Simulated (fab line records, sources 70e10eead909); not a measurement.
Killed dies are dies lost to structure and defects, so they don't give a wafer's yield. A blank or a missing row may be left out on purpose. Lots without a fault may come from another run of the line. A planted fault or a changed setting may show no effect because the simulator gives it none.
A struck lot beside a sound one | flow nand_harc | 14 steps out of a route of 1302
Sound: wafers L571.1, L571.2, L571.3. Struck: wafers L583.1, L583.3, L583.6. The cause comes at the end.
At each step with rows: each side's tool, then ch and its chambers, then its first start. Under that, the readings that differ: sound wafers | struck wafers | difference of the means | sigmas: that difference in standard deviations of wafers without a fault.
alike: readings whose means differ by less than 2 such deviations, and words and numbers that are the same on both sides. not compared: withheld readings, readings that some wafer has no value for, bounds like >300 that may hide the same value, and numbers for which the record gives no deviation and whose values overlap.
The two part at a step that has a row with sigmas, a row that says differs or no value, or rows on one side only. Numbers that don't overlap but have no deviation are shown without sigmas and don't part them. A reading that every wafer of one side lacks parts them only if that side has two wafers or more.

NHARC_A_WL_FILL_STRIP_27: strips in N2/H2, time 20 s.
  sound on plasma_asher-02 ch 0,1, day 21 09:03; struck on plasma_asher-01 ch 0, day 26 21:56
  alike: drypump_motor_current_A, heater_power_w
  not compared: rf_hours_counter_h
then, 4 steps without rows for these wafers: NHARC_A_WL_FILL_STRIP_28 (strips in post etch residue remover, time 1200 s); NHARC_A_WL_FILL_PRECLEAN_06 (cleans in DIW, time 300 s); NHARC_A_WL_FILL_SRD_07; NHARC_A_WL_FILL_ANNEAL_08 (time 1800 s).
NHARC_A_WL_FILL_ALD_10: deposits SiO2, target thk 50 nm, pulse time 10 s, ald cycles 500.
  sound on ald_hk-02 ch 0,2,3, day 21 15:20; struck on ald_hk-03 ch 0,1, day 27 02:49
  alike: heater_power_w, precursor_pulse_height_rel
then, 1 step without rows for these wafers: NHARC_A_WL_FILL_ETCHBACK_16 (etches the open film in C4F8/O2/Ar, target depth 120 nm, time 24 s).
NHARC_A_WL_FILL_STRIP_29: strips in O2, time 20 s.
  sound on rie_diel-12 ch 0,1,2, day 21 19:34; struck on rie_diel-04 ch 1,3, day 27 07:33
  reading                         | sound          | struck         | difference | sigmas
  showerhead_plenum_p_Torr (Torr) | 3.51 3.36 3.44 | 3.72 3.62 3.72 | +0.25      | +2
  alike: drypump_motor_current_A, o2_flow_sccm, oes_product_au, rf_vpp_V, throttle_valve_pct
  not compared: rf_hours_counter_h
NHARC_A_WL_FILL_ETCHBACK_17: etches the open film in Cl2/BCl3, target depth 4 nm, time 26.7 s.
  sound on rie_metal-02 ch 0,1, day 21 19:38; struck on rie_metal-01 ch 0,1, day 27 07:39
  alike: drypump_motor_current_A, oes_product_au
  not compared: rf_hours_counter_h
then, 2 steps without rows for these wafers: NHARC_A_WL_FILL_PRECLEAN_18 (cleans in dHF, time 30 s); NHARC_A_WL_FILL_SRD_21.
NHARC_A_WL_FILL_CVD_23: deposits poly-Si, target thk 40 nm, time 800 s.
  sound on lpcvd_poly-01 ch 0, day 21 22:17; struck on lpcvd_poly-01 ch 0, day 27 10:54
  reading          | sound             | struck            | difference | sigmas
  run_length_s (s) | 801.4 801.4 801.4 | 609.3 609.3 609.3 | -192.1     | -99 or more
NHARC_A_WL_FILL_ETCHBACK_26: etches the open film in HBr, target depth 52 nm, time 13.3 s.
  sound on rie_si-06 ch 0,1,3, day 22 00:50; struck on rie_si-04 ch 0,1, day 27 13:31
  alike: drypump_motor_current_A, hbr_flow_sccm, oes_product_au, throttle_valve_pct
  not compared: rf_hours_counter_h
-- the record jumps here: 3 days lie between the struck wafers' starts before and after (it left off in module A_WL_FILL and takes up again in module END, whose first step shown is number 1302 of the route) --
NHARC_END_SORT_01:
  the record has rows for the struck wafers here (prober-02 ch 0, day 30 19:32) and none for the sound ones

WHERE THEY PART
First at NHARC_A_WL_FILL_STRIP_29; last, within this record, at NHARC_END_SORT_01.

WHY: what the simulator had put in
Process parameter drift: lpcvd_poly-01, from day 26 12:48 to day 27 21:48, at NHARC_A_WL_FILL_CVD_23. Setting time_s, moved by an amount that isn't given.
